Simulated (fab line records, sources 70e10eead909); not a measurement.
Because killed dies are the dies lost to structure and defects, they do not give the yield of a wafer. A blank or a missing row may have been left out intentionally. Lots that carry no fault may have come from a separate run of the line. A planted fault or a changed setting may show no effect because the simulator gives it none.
fab line records | flow nand-harc
[record] lots = 5 wafers = 15 last-day = 24
route steps=1159 shown P_M1@295 P_M2@318 END@1159
lots that met no fault: from a run of the same line without faults
start-h: hours from the record's opening day to when the first of the lot's shown wafers began | wait-h: time in hours since the lot's previous step | " same as the row above | L1.1+2: a row that stands for several wafers | - no value, or no start given | * or withheld: withheld | < > ~ a bound
route shown NAME@n: a module of which the file shows steps, and the number in the route of the first | usual: the fault-free wafers' mean and standard deviation | same: alike in all rows | chamber/n: place in a boat | sites: the reading at each site | _std_site: their standard deviation | _edge_site: mean of outer sites minus mean of inner sites | radius-mm: how far each site lies from the wafer's centre | mask NAME#n: copy n | behind: the tool/chamber that last shaped the wafer | hold: why the lot went on hold/how many hours it stayed there/how the hold came to an end | device: the n, p or np transistor that did not switch | end of line: tests run on the same wafers once the route is complete | a step given without rows: its recipe and nothing more | killed: dies that structure and defects cost at the first sort, which is not the same as the wafer's yield | map: dies across one wafer; x = killed, . = not, _ = none there
set.NAME: the setting as run; set.NAME@STEP: as run at that earlier step | model.NAME: the simulator's own value behind a step, which no gauge read
a table for each step, a row for each wafer; lots at some steps of the route
services: a tool's chamber out of use, with start hour (start-h, from the record's first day; less than 0 if before it), hours out, and reason
[[steps]]
[step NHARC_P_M1_CD_MEAS_09]
[recipe] target-cd-nm = 130 landing-energy-ev = 500
[usual] cd-nm = 130.3/0.64
// columns lot.wafer tool chamber start-h wait-h cd-nm
L825.2 cd-sem-02 0 128.70 - 131.4
L825.4 " 0 " " 130.5
L825.5 " 0 " " 130.9
L829.2 cd-sem-02 0 146.14 - 130.6
L829.3 " 0 " " 129.5
L829.5 " 0 " " 130.1
L838.1 cd-sem-01 0 195.73 - 129.6
L838.2 " 0 " " 130.5
L838.6 " 0 " " 130.9
L846.1 cd-sem-03 0 241.83 - 130.5
L846.3 " 0 " " 130.7
L846.4 " 0 " " 130.7
L848.2 cd-sem-03 0 265.40 - 130.6
L848.3 " 0 " " 132.0
L848.4 " 0 " " 130.3
[step NHARC_P_M1_OVL_MEAS_10]
[recipe] pitch-nm = 260
[usual] overlay-x-nm = 0.2/0.94 overlay-y-nm = -0.1/0.92
// columns lot.wafer tool chamber start-h wait-h overlay-x-nm overlay-y-nm
L825.2 overlay-02 - 128.79 - 1.5 0.2
L825.4 " - " " 1.0 0.2
L825.5 " - " " 1.0 0.0
L829.2 overlay-02 - 146.24 - -0.6 0.2
L829.3 " - " " -0.1 -0.6
L829.5 " - " " -0.4 0.4
L838.1 overlay-01 - 195.82 - -1.1 -1.5
L838.2 " - " " -1.3 -0.9
L838.6 " - " " -0.7 -1.2
L846.1 overlay-02 - 241.91 - 0.7 0.2
L846.3 " - " " -0.1 0.6
L846.4 " - " " 0.4 1.2
L848.2 overlay-01 - 265.49 - 0.0 -1.0
L848.3 " - " " 0.2 -0.9
L848.4 " - " " -0.5 -0.3
[step NHARC_P_M1_INSPECT_11]
[usual] raw-defect-count = 3.8/2.1
// columns lot.wafer tool chamber start-h wait-h raw-defect-count
L825.2 defect-inspect-02 - 128.82 0.0 5
L825.4 " - " " 2
L825.5 " - " " 3
L829.2 defect-inspect-02 - 146.28 0.0 2
L829.3 " - " " 0
L829.5 " - " " 3
L838.1 defect-inspect-02 - 195.85 0.0 2
L838.2 " - " " 4
L838.6 " - " " 4
L846.1 defect-inspect-01 - 241.95 0.0 3
L846.3 " - " " 1
L846.4 " - " " 1
L848.2 defect-inspect-02 - 265.53 0.0 4
L848.3 " - " " 2
L848.4 " - " " 3
[step NHARC_P_M1_DESCUM_14]
[recipe] time-s = 3 o2-flow-sccm = 200 ar-flow-sccm = 0 bias-power-w = 0 chemistry = O2
[usual] chamber-pressure-mTorr = 60.00/0.055 drypump-motor-current-A = 5.8/0.45 mfc-ar-sccm = 0.010/0.011 oes-product-au = 1.001/0.0093 rf-vpp-V = 57.9/0.82 showerhead-plenum-p-Torr = 1.95/0.073 throttle-valve-pct = 11.311/0.0094
// columns lot.wafer tool chamber start-h wait-h chamber-pressure-mTorr drypump-motor-current-A mfc-ar-sccm oes-product-au rf-hours-counter-h rf-vpp-V showerhead-plenum-p-Torr throttle-valve-pct
L825.4 rie-diel-12 1 128.90 0.1 60.02 6.0 0.021 1.012 5.9 58.0 1.88 11.298
L825.2 " 2 " " 60.02 6.2 0 1.000 5.9 58.8 1.89 11.299
L825.5 " 3 " " 60.02 5.5 0.013 0.995 - 57.3 1.92 11.309
L829.3 rie-diel-12 1 146.34 0.1 59.98 6.0 0.021 1.008 7.6 58.7 1.88 11.309
L829.2 " 3 " " 59.95 5.5 0.013 0.988 7.9 58.1 1.92 11.305
L829.5 " 2 " " 59.94 6.2 0 1.001 - 57.1 1.89 11.307
L838.1 rie-diel-03 1 195.91 0.1 60.07 6.0 0 1.011 3.5 58.0 1.91 11.313
L838.2 " 2 " " 59.96 6.3 0.033 0.993 3.3 58.1 2.04 11.312
L838.6 " 2 " " 60.09 6.3 0.033 0.990 - 57.7 2.04 11.315
L846.4 rie-diel-03 2 242.02 0.1 60.04 6.3 0.033 0.988 0.4 58.2 2.04 11.301
L846.1 " 3 " " 60.03 5.0 0.011 0.999 0.4 58.0 1.93 11.331
L846.3 " 0 " " 60.07 5.5 0 0.991 0.4 57.5 1.94 11.326
L848.3 rie-diel-03 0 265.59 0.1 60.02 5.5 0 0.997 0.9 56.4 1.94 11.302
L848.4 " 2 " " 60.00 6.3 0.033 0.995 0.9 58.1 2.04 11.315
L848.2 " 3 " " 60.01 5.0 0.011 1.000 0.9 57.8 1.93 11.323
[step NHARC_P_M1_ETCH_35]
[recipe] target-depth-a = 400 overetch-a = 120 time-s = 43.94 ion-energy-ev = 200 n2-flow-sccm = 150 h2-flow-sccm = 150 ar-flow-sccm = 0 rf-w = 400 bias-w = 150 chemistry = N2/H2
[step NHARC_P_M1_ETCH_15]
[recipe] target-depth-a = 1825 time-s = 91.2 c4f8-flow-sccm = withheld ar-flow-sccm = 400 rf-w = 600 bias-w = 300 chemistry = C4F8/Ar
[usual] chamber-pressure-mTorr = 25.000/0.021 oes-product-au = 0.955/0.021 rf-vpp-V = 441.8/2.3
// columns lot.wafer tool chamber start-h wait-h chamber-pressure-mTorr oes-product-au rf-hours-counter-h rf-vpp-V
L825.4 rie-diel-12 0 - - 24.972 0.966 5.9 444.3
L825.2 " 2 " " 25.024 0.990 5.9 439.5
L825.5 " 3 " " 24.986 0.958 - 439.8
L829.2 rie-diel-12 1 - - 25.028 0.930 7.7 438.9
L829.3 " 0 " " 25.055 0.938 7.7 444.9
L829.5 " 1 " " 24.987 0.931 - 439.8
L838.2 rie-diel-03 2 - - 25.041 0.920 3.3 444.0
L838.1 " 0 " " 24.971 0.922 3.3 441.0
L838.6 " 2 " " 24.970 0.919 - 443.9
L846.3 rie-diel-03 0 - - 25.036 0.966 0.4 441.7
L846.1 " 2 " " 24.972 0.956 0.5 446.5
L846.4 " 3 " " 24.975 0.982 0.4 440.6
L848.3 rie-diel-03 0 - - 24.974 0.953 1.0 440.5
L848.2 " 1 " " 25.012 0.964 1.0 439.8
L848.4 " 2 " " 24.976 0.969 1.0 445.6
[step NHARC_P_M1_CD_MEAS_16]
[usual] cd-nm = 130.3/0.86
// columns lot.wafer tool chamber start-h wait-h cd-nm
L825.2 cd-sem-03 - 129.19 - 131.7
L825.4 " - " " 129.8
L825.5 " - " " 131.5
L829.2 cd-sem-02 - 146.64 - 131.1
L829.3 " - " " 128.8
L829.5 " - " " 130.9
L838.1 cd-sem-02 - 196.22 - 129.8
L838.2 " - " " 131.0
L838.6 " - " " 130.9
L846.1 cd-sem-03 - 242.32 - 131.3
L846.3 " - " " 130.2
L846.4 " - " " 130.8
L848.2 cd-sem-02 - 265.89 - 130.3
L848.3 " - " " 131.6
L848.4 " - " " 130.3
[step NHARC_P_M1_STRIP_18]
[recipe] power-w = 1000 n2-flow-sccm = 150 h2-flow-sccm = 150 ar-flow-sccm = 0 bias-w = 0 chemistry = N2/H2
[step NHARC_P_M1_ETCH_28]
[recipe] target-depth-a = 300 over-etch-frac = 0.3 time-s = 72.99 ion-energy-ev = 150 cf4-flow-sccm = 50 n2-flow-sccm = 100 ar-flow-sccm = 150 rf-w = 300 bias-w = 100 chemistry = CF4/N2
[step NHARC_P_M1_STRIP_19]
[recipe] time-s = 600 temp-c = 30 chemistry = post-etch-residue-remover
[step NHARC_P_M1_DEGAS_29]
[recipe] temp-c = 250 time-s = 60
[usual] heater-power-w = 355/36
// columns lot.wafer tool chamber start-h wait-h heater-power-w
L825.2 pvd-sputter-03 - 129.95 - 360
L825.4 " - " " 446
L825.5 " - " " 375
L829.3 pvd-sputter-01 - 147.35 - 354
L829.2 " - " " 325
L829.5 " - " " 356
L838.2 pvd-sputter-02 - 196.94 - 296
L838.1 " - " " 363
L838.6 " - " " 358
L846.3 pvd-sputter-01 - 243.04 - 389
L846.4 " - " " 381
L846.1 " - " " 356
L848.2 pvd-sputter-02 - 266.60 - 322
L848.3 " - " " 297
L848.4 " - " " 353
[step NHARC_P_M1_PRE_CLEAN_30]
[recipe] time-s = 30 temp-c = 280 gas = H2/He
[usual] heater-power-w = 438/46
// columns lot.wafer tool chamber start-h wait-h heater-power-w
L825.4 pvd-sputter-03 - - - 549
L825.2 " - " " 349
L825.5 " - " " 350
L829.2 pvd-sputter-01 - - - 426
L829.3 " - " " 401
L829.5 " - " " 475
L838.2 pvd-sputter-02 - - - 438
L838.1 " - " " 365
L838.6 " - " " 397
L846.4 pvd-sputter-01 - - - 471
L846.3 " - " " 445
L846.1 " - " " 425
L848.4 pvd-sputter-02 - - - 440
L848.3 " - " " 374
L848.2 " - " " 437
[step NHARC_P_M1_PVD_20]
[recipe] target-thk-a = 50 bias-v = 168.6 power-w = 15000 chamber-pressure-pa = 0.12 time-s = 8.06 substrate-temp-c = 50 material = TaN
[usual] throttle-valve-pct = 30.8/1.2
// columns lot.wafer tool chamber start-h wait-h throttle-valve-pct
L825.2 pvd-sputter-03 - 130.06 - 29.4
L825.4 " - " " 31.5
L825.5 " - " " 29.5
L829.3 pvd-sputter-01 - 147.48 - 29.6
L829.2 " - " " 28.8
L829.5 " - " " 31.7
L838.2 pvd-sputter-02 - 197.13 - 30.9
L838.1 " - " " 30.9
L838.6 " - " " 32.5
L846.1 pvd-sputter-01 - 243.16 - 29.1
L846.3 " - " " 31.9
L846.4 " - " " 32.3
L848.2 pvd-sputter-02 - 266.71 - 30.2
L848.3 " - " " 30.2
L848.4 " - " " 30.8
[step NHARC_P_M1_PVD_21]
[recipe] target-thk-a = 300 chamber-pressure-pa = 5 power-w = 5000 substrate-temp-c = 30 time-s = 20.49 material = Cu
[usual] throttle-valve-pct = 30.8/1.2
// columns lot.wafer tool chamber start-h wait-h throttle-valve-pct
L825.4 pvd-sputter-03 - - - 30.2
L825.2 " - " " 29.2
L825.5 " - " " 31.5
L829.2 pvd-sputter-01 - - - 29.4
L829.3 " - " " 31.6
L829.5 " - " " 29.5
L838.1 pvd-sputter-02 - - - 30.7
L838.2 " - " " 32.5
L838.6 " - " " 31.2
L846.1 pvd-sputter-01 - - - 32.1
L846.4 " - " " 32.2
L846.3 " - " " 29.6
L848.3 pvd-sputter-02 - - - 30.7
L848.4 " - " " 30.6
L848.2 " - " " 31.5
[step NHARC_P_M1_ECD_22]
[recipe] target-thk-a = 4000 bath-temp-c = 25 material = Cu
[step NHARC_P_M1_ANNEAL_31]
[recipe] temp-c = 225 time-s = 90
[step NHARC_P_M1_CMP_23]
[recipe] t-overpolish-s = 20 target-thk-nm = 157.82
[step NHARC_P_M1_THK_MEAS_24]
[recipe] thk-meas-gauge = xrf
[usual] thk-nm = 158.0/1.6
// columns lot.wafer tool chamber start-h wait-h thk-nm
L825.2 film-metro-01 - 131.36 - 157.2
L825.4 " - " " 157.4
L825.5 " - " " 156.6
L829.2 film-metro-02 - 148.75 - 158.3
L829.3 " - " " 156.7
L829.5 " - " " 159.3
L838.1 film-metro-01 - 198.62 - 159.0
L838.2 " - " " 159.3
L838.6 " - " " 161.8
L846.1 film-metro-02 - 244.44 - 158.8
L846.3 " - " " 155.6
L846.4 " - " " 156.0
L848.2 film-metro-02 - 268.01 - 158.1
L848.3 " - " " 156.5
L848.4 " - " " 158.7
[step NHARC_P_M1_SRD_25]
[step NHARC_P_M1_PRE_CLEAN_32]
[recipe] time-s = 12 temp-c = 370 rf-power-w = 300 gas = NH3
[step NHARC_P_M1_DEP_33]
[recipe] target-thk-a = 300 temp-c = 370 target-thk-nm = 30 pressure-torr = 3 flow-sccm = 200 rf-w = 450 material = SiCN
[step NHARC_P_M2_DEP_00]
[recipe] target-thk-a = 1825 target-thk-nm = 182.5 temp-c = withheld pressure-torr = 5 flow-sccm = 200 rf-w = 600 material = SiOC
[step NHARC_P_M2_DEHYDRATE_01]
[recipe] temp-c = 150 time-s = 120
[step NHARC_P_M2_HMDS_02]
[recipe] time-s = 30
[step NHARC_P_M2_COAT_34]
[recipe] temp-c = 200 time-s = 65
[step NHARC_P_M2_COAT_03]
[recipe] spin-rpm = 1500 resist-thk-nm = 90
[step NHARC_P_M2_SOFTBAKE_04]
[recipe] temp-c = 105 time-s = 55
[step NHARC_P_M2_EBR_05]
[step NHARC_P_M2_EXPOSE_06]
[recipe] na = 1.35 target-cd-nm = 170 dose-mj = 80.78 mask-id = P_M2
[step NHARC_P_M2_PEB_07]
[recipe] peb-temp-c = 100 peb-time-s = 65
[step NHARC_P_M2_DEVELOP_08]
[recipe] develop-time-s = 35 dev-temp-c = 23
[step NHARC_P_M2_CD_MEAS_09]
[recipe] target-cd-nm = 170 landing-energy-ev = 500
[usual] cd-nm = 170.0/0.58
// columns lot.wafer tool chamber start-h wait-h cd-nm
L825.2 cd-sem-02 0 132.93 - 170.2
L825.4 " 0 " " 170.4
L825.5 " 0 " " 170.5
L829.2 cd-sem-01 0 150.31 - 169.5
L829.3 " 0 " " 170.1
L829.5 " 0 " " 169.4
L838.1 cd-sem-02 0 200.15 - 170.0
L838.2 " 0 " " 169.6
L838.6 " 0 " " 170.5
L846.1 cd-sem-02 0 245.86 - 170.3
L846.3 " 0 " " 171.0
L846.4 " 0 " " 170.7
L848.2 cd-sem-01 0 269.89 - 170.8
L848.3 " 0 " " 169.8
L848.4 " 0 " " 169.6
[step NHARC_P_M2_OVL_MEAS_10]
[recipe] pitch-nm = 340
[usual] overlay-x-nm = -0.4/0.84 overlay-y-nm = 0.1/0.98
// columns lot.wafer tool chamber start-h wait-h overlay-x-nm overlay-y-nm
L825.2 overlay-02 - 133.02 - -0.5 -0.3
L825.4 " - " " -0.5 -1.1
L825.5 " - " " -0.4 -0.2
L829.2 overlay-01 - 150.40 - 0.3 0.2
L829.3 " - " " 0.2 -0.1
L829.5 " - " " -0.1 -0.2
L838.1 overlay-02 - 200.24 - -0.7 1.2
L838.2 " - " " -0.5 1.4
L838.6 " - " " -0.9 1.0
L846.1 overlay-01 - 245.95 - -0.4 2.8
L846.3 " - " " -1.2 2.9
L846.4 " - " " -0.1 3.3
L848.2 overlay-02 - 269.97 - -0.1 0.5
L848.3 " - " " -1.2 0.5
L848.4 " - " " -0.8 0.4
[step NHARC_P_M2_DESCUM_14]
[recipe] time-s = 3 o2-flow-sccm = 200 ar-flow-sccm = 0 bias-power-w = 0 chemistry = O2
[step NHARC_P_M2_ETCH_35]
[recipe] target-depth-a = 400 overetch-a = 120 time-s = 43.94 ion-energy-ev = 200 n2-flow-sccm = 150 h2-flow-sccm = 150 ar-flow-sccm = 0 rf-w = 400 bias-w = 150 chemistry = N2/H2
[step NHARC_P_M2_ETCH_15]
[recipe] target-depth-a = 1825 time-s = 91.2 c4f8-flow-sccm = withheld ar-flow-sccm = 400 rf-w = 600 bias-w = 300 chemistry = C4F8/Ar
[step NHARC_P_M2_CD_MEAS_16]
[usual] cd-nm = 169.5/0.77
// columns lot.wafer tool chamber start-h wait-h cd-nm
L825.2 cd-sem-02 - 133.47 - 169.7
L825.4 " - " " 170.7
L825.5 " - " " 170.9
L829.2 cd-sem-02 - 150.80 - 169.8
L829.3 " - " " 170.0
L829.5 " - " " 169.6
L838.1 cd-sem-03 - 200.66 - 168.6
L838.2 " - " " 169.0
L838.6 " - " " 169.9
L846.1 cd-sem-03 - 246.36 - 170.2
L846.3 " - " " 171.0
L846.4 " - " " 169.2
L848.2 cd-sem-03 - 270.51 - 169.6
L848.3 " - " " 169.9
L848.4 " - " " 169.5
[step NHARC_P_M2_STRIP_18]
[recipe] power-w = 1000 n2-flow-sccm = 150 h2-flow-sccm = 150 ar-flow-sccm = 0 bias-w = 0 chemistry = N2/H2
[step NHARC_P_M2_ETCH_28]
[recipe] target-depth-a = 300 over-etch-frac = 0.3 time-s = 72.99 ion-energy-ev = 150 cf4-flow-sccm = 50 n2-flow-sccm = 100 ar-flow-sccm = 150 rf-w = 300 bias-w = 100 chemistry = CF4/N2
[step NHARC_END_SORT_01]
[recipe] temp-c = 25
[usual] defect-limited-yield = 95.2/1.6 killed-at-array = 29/11 killed-at-other = 0.7/1.1 killed-at-periphery = 3.1/2 killed-dies = 33/11 killed-open = 3.5/1.8 killed-short = 2.0/1.4 sort_bin_2_pct = 1.5/0.6 sort_bin_3_pct = 0.24/0.19 sort_bin_4_pct = 3.1/1.1 sort-n-pass = 644/11 sort-rim-yield-pct = 96.5/2.3 sort-yield-pct = 95.2/1.6
[same] gross-dies = 677 sort_bin_5_pct[%] = 0 sort_bin_6_pct[%] = 0 sort_bin_7_pct[%] = 0 sort_bin_8_pct[%] = 0 sort-rim-n-gross = 106.00
// columns lot.wafer tool chamber start-h wait-h defect-limited-yield[%] killed-at-array killed-at-other killed-at-periphery killed-dies killed-open killed-short sort_bin_2_pct[%] sort_bin_3_pct[%] sort_bin_4_pct[%] sort-n-pass sort-rim-yield-pct[%] sort-yield-pct[%]
L825.2 prober-01 0 465.51 2.8 96.2 20 0 6 26 3 2 0.4 0.15 3.2 651 100.0 96.2
L825.4 prober-01 0 467.10 3.4 95.9 24 0 4 28 2 0 1.3 0.59 2.2 649 99.1 95.9
L825.5 prober-01 0 467.90 3.7 95.6 25 0 5 30 3 3 1.0 0 3.4 647 99.1 95.6
L829.2 prober-01 0 473.27 2.8 93.9 38 0 3 41 4 1 1.9 0.30 3.8 636 98.1 93.9
L829.3 prober-01 0 474.06 3.1 94.5 36 1 0 37 5 1 1.3 0.30 3.8 640 98.1 94.5
L829.5 prober-01 0 475.64 3.7 94.5 33 1 3 37 4 1 1.6 0.30 3.5 640 92.5 94.5
L838.2 prober-02 0 518.99 2.8 84.9 23 1 78 102 5 3 6.9 1.62 6.5 575 96.2 84.9
L846.1 prober-02 0 553.80 2.5 95.3 27 3 2 32 3 3 1.0 0.59 3.1 645 97.2 95.3
L846.3 prober-02 0 555.38 3.1 95.1 27 2 4 33 5 4 1.3 0 3.5 644 98.1 95.1
L846.4 prober-02 0 556.17 3.4 96.8 17 3 2 22 4 1 1.6 0.15 1.5 655 94.3 96.8
// killed by level:class
L825.2 A_CHANNEL_HOLE_D1:chamber-film-flake=13 A_CONTACT:geometric-particle:open=2 P_ZERO_WELL:chamber-film-flake=2 P_BONDPAD:chamber-film-flake=2 A_CONTACT:chamber-film-flake=2 P_M0:geometric-particle:open=1 A_WL_FILL:geometric-particle:short=1 A_CONTACT:geometric-particle:short=1
L825.4 A_CHANNEL_HOLE_D1:chamber-film-flake=16 P_BONDPAD:chamber-film-flake=2 A_ZERO_WELL:chamber-film-flake=2 A_CHANNEL_FILL_D1:chamber-film-flake=2 A_STAIRCASE:chamber-film-flake=2 A_SLIT:chamber-film-flake=2 P_M0:geometric-particle:open=1 P_M1:geometric-particle:open=1
L825.5 A_CHANNEL_HOLE_D1:chamber-film-flake=16 P_BONDPAD:chamber-film-flake=3 A_CHANNEL_FILL_D1:geometric-particle:short=2 A_STAIRCASE:chamber-film-flake=2 P_M0:geometric-particle:open=1 P_M2:geometric-particle:short=1 A_ONON_D1:geometric-particle:open=1 A_CONTACT:geometric-particle:open=1
L829.2 A_CHANNEL_HOLE_D1:chamber-film-flake=15 A_SLIT:chamber-film-flake=10 A_BONDPAD:chamber-film-flake=5 A_CONTACT:geometric-particle:open=2 P_CONTACT:geometric-particle:open=1 P_M0:geometric-particle:open=1 A_CHANNEL_FILL_D1:geometric-particle:short=1 P_CONTACT:chamber-film-flake=1
L829.3 A_CHANNEL_HOLE_D1:chamber-film-flake=12 A_SLIT:chamber-film-flake=11 A_CHANNEL_FILL_D1:chamber-film-flake=4 A_BONDPAD:chamber-film-flake=3 A_WL_FILL:geometric-particle:open=2 A_ONON_D1:geometric-particle:open=1 A_CONTACT:geometric-particle:open=1 A_M0:geometric-particle:open=1
L829.5 A_CHANNEL_HOLE_D1:chamber-film-flake=12 A_SLIT:chamber-film-flake=8 A_BONDPAD:chamber-film-flake=4 A_CHANNEL_FILL_D1:chamber-film-flake=3 A_STAIRCASE:chamber-film-flake=2 P_M1:geometric-particle:open=1 A_CHANNEL_FILL_D1:geometric-particle:short=1 A_SLIT:geometric-particle:open=1
L838.2 P_M1:unspecified=73 A_SLIT:chamber-film-flake=9 A_CHANNEL_HOLE_D1:chamber-film-flake=6 A_STAIRCASE:chamber-film-flake=4 A_ONON_D1:geometric-particle:open=2 P_ZERO_WELL:chamber-film-flake=2 P_GATE:geometric-particle:open=1 P_M0:geometric-particle:open=1
L846.1 A_CHANNEL_HOLE_D1:chamber-film-flake=11 A_CONTACT:chamber-film-flake=4 A_STAIRCASE:chamber-film-flake=3 THIN_TSV:chamber-film-flake=3 A_CONTACT:geometric-particle:open=2 A_SOURCE_PLATE:geometric-particle:short=1 A_ONON_D1:geometric-particle:short=1 A_CHANNEL_FILL_D1:geometric-particle:open=1
L846.3 A_CONTACT:chamber-film-flake=9 A_STAIRCASE:chamber-film-flake=6 A_CHANNEL_HOLE_D1:chamber-film-flake=5 A_ONON_D1:geometric-particle:open=2 THIN_TSV:chamber-film-flake=2 P_CONTACT:geometric-particle:short=1 P_M0:geometric-particle:short=1 P_M2:geometric-particle:open=1
L846.4 A_STAIRCASE:chamber-film-flake=9 THIN_TSV:chamber-film-flake=3 A_CHANNEL_HOLE_D1:chamber-film-flake=2 A_CONTACT:chamber-film-flake=2 P_CONTACT:geometric-particle:short=1 P_M0:geometric-particle:open=1 A_ONON_D1:geometric-particle:open=1 A_CHANNEL_FILL_D1:geometric-particle:open=1
// map L838.2 (x killed, . not)
____________.____________
_________......._________
_______..........._______
______.............______
_____............x.x_____
____................x____
____..............x.x____
___..............xxxx.___
___......x......xxxxx.___
__............xxxxx....__
__...x.......xxxxxxx...__
_.....x.....xxxxxxxxx..._
_......x.x...xxxxxxx...._
_.....x......xxxxxxx...._
_............xxxxxxx...._
_...x........xxxxxxxx..._
........x....xxxxxxx.....
..............x.xxxx.....
....x.........x.xxxxx....
..................x......
..................x......
_................x...x.._
_.............x........._
_.............x........._
_......................._
_......................._
__.....................__
__...x...............x.__
___..........x........___
___...................___
____.................____
____.................____
_____..............._____
______............x______
_______.......x..._______
_________......._________
____________.____________
// map L848.3 (x killed, . not)
____________.____________
_________......._________
_______........x.._______
______.............______
_____..x............_____
____.................____
____.................____
___....x..............___
___...........x.......___
__.....................__
__..x.......x..........__
_......................._
_......................._
_.....x................._
_..x....x..............._
_......................._
..x..........x...........
......x..................
.........................
...xx....................
.........................
_.............x........._
_...........x..........._
_.x.............x......._
_......................._
_........x.............._
__..............x......__
__..........x..........__
___...................___
___...........x.......___
____.................____
____.x...............____
_____..............._____
______.............______
_______..x........_______
_________......._________
____________.____________
[[services]]
// columns tool chamber start-h hours kind
rie-diel-03 0 120.80 - clean
rie-diel-03 1 120.80 - clean
rie-diel-03 2 120.80 - clean
rie-diel-03 3 120.80 - clean
rie-diel-03 0 141.63 4.3 repair
rie-diel-03 1 145.30 - clean
rie-diel-03 2 145.30 - clean
rie-diel-03 3 145.30 - clean
rie-diel-12 3 154.02 6.5 repair
pvd-sputter-01 - 158.05 10.0 pm
rie-diel-03 0 169.80 - clean
rie-diel-03 1 169.80 - clean
rie-diel-03 2 169.80 - clean
rie-diel-03 3 169.80 - clean
pvd-sputter-03 - 178.15 4.8 repair
rie-diel-03 0 194.30 - clean
rie-diel-03 1 194.30 - clean
rie-diel-03 2 194.30 - clean
rie-diel-12 - 202.40 9.0 pm
pvd-sputter-02 - 214.00 10.0 pm
rie-diel-03 - 215.30 9.0 pm
pvd-sputter-02 - 229.43 5.2 repair
rie-diel-12 2 245.34 5.4 repair
pvd-sputter-03 - 248.91 3.0 repair
[[key]]
[first-sign] step = NHARC_END_SORT_01 reading = killed-at-periphery direction = up sigmas = 37 usual = 3.1 struck = 78
[effect] step = NHARC_END_SORT_01 reading = killed-dies direction = up sigmas = 6.5 usual = 33 struck = 102
[more-kills-born-at] NHARC_P_M1_PVD_20@pvd-sputter-02 = 73
met-at NHARC_P_M1_PVD_20
struck-wafers L838.2
[fault] kind = chamber-particle-source tool = pvd-sputter-02 chamber = - onset-h = 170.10 steps = NHARC_P_M1_PVD_20 rate-per-visit-cm2 = 0.5586 end-h = 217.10 scope = struck-wafers-only
